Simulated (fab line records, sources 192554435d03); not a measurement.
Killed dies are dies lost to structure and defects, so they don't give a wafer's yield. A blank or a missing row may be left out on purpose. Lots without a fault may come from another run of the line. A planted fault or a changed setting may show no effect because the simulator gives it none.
Chamber matching | flow n5_finfet | N5_BEOL_M3_ALD_84 on ald_metal-03: 4 sister chambers
The step deposits TaN, pulse time 2 s, purge time 3 s, co reactant purge time 2 s. 4 wafers are shown with their chamber, then 9 later ones without.

WAFERS WITH THEIR CHAMBER
wafer  | chamber | heater_power_w (W)
L083.5 | 3       | 330
L083.6 | 2       | 491
L084.5 | 1       | 482
L084.6 | 0       | 420

WAFERS WITHOUT THEIR CHAMBER
wafer  | heater_power_w (W)
L090.1 | 412
L090.2 | 331
L090.6 | 402
L094.1 | 478
L094.2 | 475
L094.4 | 419
L096.1 | 331
L096.3 | 426
L096.5 | 420

WHICH CHAMBER EACH WENT THROUGH
wafer  | from the rows above     | in truth
L090.1 | 0                       | 0
L090.2 | 3                       | 3
L090.6 | 0                       | 0
L094.1 | can't be placed: 1 or 2 | 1
L094.2 | can't be placed: 1 or 2 | 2
L094.4 | 0                       | 0
L096.1 | 3                       | 3
L096.3 | 0                       | 0
L096.5 | 0                       | 0
Placed correctly: 7 of 9. Can't be placed from these rows: 2 (the true chamber is among the candidates in 2). Placed wrongly: 0.
How it was worked out, from the rows above alone: a wafer's distance from a chamber is the root of the sum, over the readings, of the square of ((its reading less the chamber's mean) divided by the reading's scatter). The wafer belongs to the nearest chamber; if the next one is less than 2 further off, it can't be placed. A chamber's mean is the mean of its shown wafers. The scatter: with one shown wafer a chamber, the root of the mean of the squares of how far each hidden wafer lies from its nearest shown one.
